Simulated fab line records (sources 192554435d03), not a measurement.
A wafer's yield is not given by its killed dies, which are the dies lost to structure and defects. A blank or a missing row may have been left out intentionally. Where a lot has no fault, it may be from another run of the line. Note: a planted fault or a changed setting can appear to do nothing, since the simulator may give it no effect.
Matching of chambers / flow n5-finfet / N5_BEOL_M0_SAQP_ETCH_88 on rie-diel-02 has 4 sister chambers
The step etches underlayer in N2/H2, target depth 6.5 nm, time 5.2 s. 20 wafers are shown with their chamber, then 10 later ones without.

## WAFERS WITH THEIR CHAMBER
wafer=L074.3; chamber=3; showerhead-plenum-p-Torr (Torr)=2.67; drypump-motor-current-A (A)=5.5; throttle-valve-pct (%)=17.40
wafer=L074.5; chamber=2; showerhead-plenum-p-Torr (Torr)=2.42; drypump-motor-current-A (A)=5.6; throttle-valve-pct (%)=17.82
wafer=L074.6; chamber=3; showerhead-plenum-p-Torr (Torr)=2.67; drypump-motor-current-A (A)=5.5; throttle-valve-pct (%)=17.40
wafer=L078.1; chamber=1; showerhead-plenum-p-Torr (Torr)=2.54; drypump-motor-current-A (A)=6.3; throttle-valve-pct (%)=17.85
wafer=L078.5; chamber=2; showerhead-plenum-p-Torr (Torr)=2.41; drypump-motor-current-A (A)=5.6; throttle-valve-pct (%)=17.85
wafer=L078.6; chamber=3; showerhead-plenum-p-Torr (Torr)=2.67; drypump-motor-current-A (A)=5.6; throttle-valve-pct (%)=17.42
wafer=L081.1; chamber=0; showerhead-plenum-p-Torr (Torr)=2.49; drypump-motor-current-A (A)=5.3; throttle-valve-pct (%)=17.71
wafer=L081.2; chamber=3; showerhead-plenum-p-Torr (Torr)=2.66; drypump-motor-current-A (A)=5.5; throttle-valve-pct (%)=17.41
wafer=L081.5; chamber=0; showerhead-plenum-p-Torr (Torr)=2.49; drypump-motor-current-A (A)=5.2; throttle-valve-pct (%)=17.74
wafer=L082.3; chamber=0; showerhead-plenum-p-Torr (Torr)=2.49; drypump-motor-current-A (A)=5.3; throttle-valve-pct (%)=17.73
wafer=L082.4; chamber=2; showerhead-plenum-p-Torr (Torr)=2.41; drypump-motor-current-A (A)=5.6; throttle-valve-pct (%)=17.84
wafer=L082.6; chamber=1; showerhead-plenum-p-Torr (Torr)=2.53; drypump-motor-current-A (A)=6.2; throttle-valve-pct (%)=17.89
wafer=L086.2; chamber=0; showerhead-plenum-p-Torr (Torr)=2.48; drypump-motor-current-A (A)=5.3; throttle-valve-pct (%)=17.75
wafer=L086.3; chamber=1; showerhead-plenum-p-Torr (Torr)=2.53; drypump-motor-current-A (A)=6.2; throttle-valve-pct (%)=17.88
wafer=L086.5; chamber=3; showerhead-plenum-p-Torr (Torr)=2.66; drypump-motor-current-A (A)=5.5; throttle-valve-pct (%)=17.45
wafer=L087.1; chamber=2; showerhead-plenum-p-Torr (Torr)=2.41; drypump-motor-current-A (A)=5.6; throttle-valve-pct (%)=17.86
wafer=L087.4; chamber=0; showerhead-plenum-p-Torr (Torr)=2.48; drypump-motor-current-A (A)=5.3; throttle-valve-pct (%)=17.73
wafer=L087.5; chamber=2; showerhead-plenum-p-Torr (Torr)=2.41; drypump-motor-current-A (A)=5.6; throttle-valve-pct (%)=17.86
wafer=L088.2; chamber=2; showerhead-plenum-p-Torr (Torr)=2.40; drypump-motor-current-A (A)=5.6; throttle-valve-pct (%)=17.88
wafer=L088.4; chamber=0; showerhead-plenum-p-Torr (Torr)=2.48; drypump-motor-current-A (A)=5.3; throttle-valve-pct (%)=17.76

SIGNATURES (averages over the wafers above)
reading=showerhead-plenum-p-Torr; chamber 0=2.4850; chamber 1=2.5333; chamber 2=2.4100; chamber 3=2.6660; scatter within a chamber=0.00579
reading=drypump-motor-current-A; chamber 0=5.283; chamber 1=6.233; chamber 2=5.600; chamber 3=5.520; scatter within a chamber=0.0379
reading=throttle-valve-pct; chamber 0=17.7367; chamber 1=17.8733; chamber 2=17.8517; chamber 3=17.4160; scatter within a chamber=0.0197
Rule: for a wafer and a chamber, the distance is found by dividing, reading by reading, the gap between the wafer's reading and the chamber's mean by the reading's scatter, squaring, summing and taking the root. The wafer belongs to the nearest chamber; if the next one is less than 2 further off, it can't be placed. The scatter is the square root of a quotient: the sum, over the shown wafers, of each reading's squared deviation from its chamber's mean, divided by wafers minus chambers.

## WAFERS WITH NO CHAMBER GIVEN
wafer=L088.5; showerhead-plenum-p-Torr (Torr)=2.40; drypump-motor-current-A (A)=5.6; throttle-valve-pct (%)=17.86
wafer=L089.1; showerhead-plenum-p-Torr (Torr)=2.40; drypump-motor-current-A (A)=5.6; throttle-valve-pct (%)=17.88
wafer=L089.5; showerhead-plenum-p-Torr (Torr)=2.48; drypump-motor-current-A (A)=5.2; throttle-valve-pct (%)=17.74
wafer=L089.6; showerhead-plenum-p-Torr (Torr)=2.53; drypump-motor-current-A (A)=6.2; throttle-valve-pct (%)=17.92
wafer=L094.2; showerhead-plenum-p-Torr (Torr)=2.65; drypump-motor-current-A (A)=5.5; throttle-valve-pct (%)=17.46
wafer=L094.4; showerhead-plenum-p-Torr (Torr)=2.40; drypump-motor-current-A (A)=5.6; throttle-valve-pct (%)=17.90
wafer=L094.5; showerhead-plenum-p-Torr (Torr)=2.48; drypump-motor-current-A (A)=5.3; throttle-valve-pct (%)=17.73
wafer=L095.3; showerhead-plenum-p-Torr (Torr)=2.48; drypump-motor-current-A (A)=5.3; throttle-valve-pct (%)=17.77
wafer=L095.5; showerhead-plenum-p-Torr (Torr)=2.52; drypump-motor-current-A (A)=6.2; throttle-valve-pct (%)=17.93
wafer=L095.6; showerhead-plenum-p-Torr (Torr)=2.40; drypump-motor-current-A (A)=5.6; throttle-valve-pct (%)=17.91

## EACH ONE'S CHAMBER
wafer=L088.5; from the rows above=2; in truth=2
wafer=L089.1; from the rows above=2; in truth=2
wafer=L089.5; from the rows above=0; in truth=0
wafer=L089.6; from the rows above=1; in truth=1
wafer=L094.2; from the rows above=3; in truth=3
wafer=L094.4; from the rows above=2; in truth=2
wafer=L094.5; from the rows above=0; in truth=0
wafer=L095.3; from the rows above=0; in truth=0
wafer=L095.5; from the rows above=1; in truth=1
wafer=L095.6; from the rows above=2; in truth=2
Placed correctly: 10 of 10. Number that these rows cannot place: 0. Placed wrongly: 0.
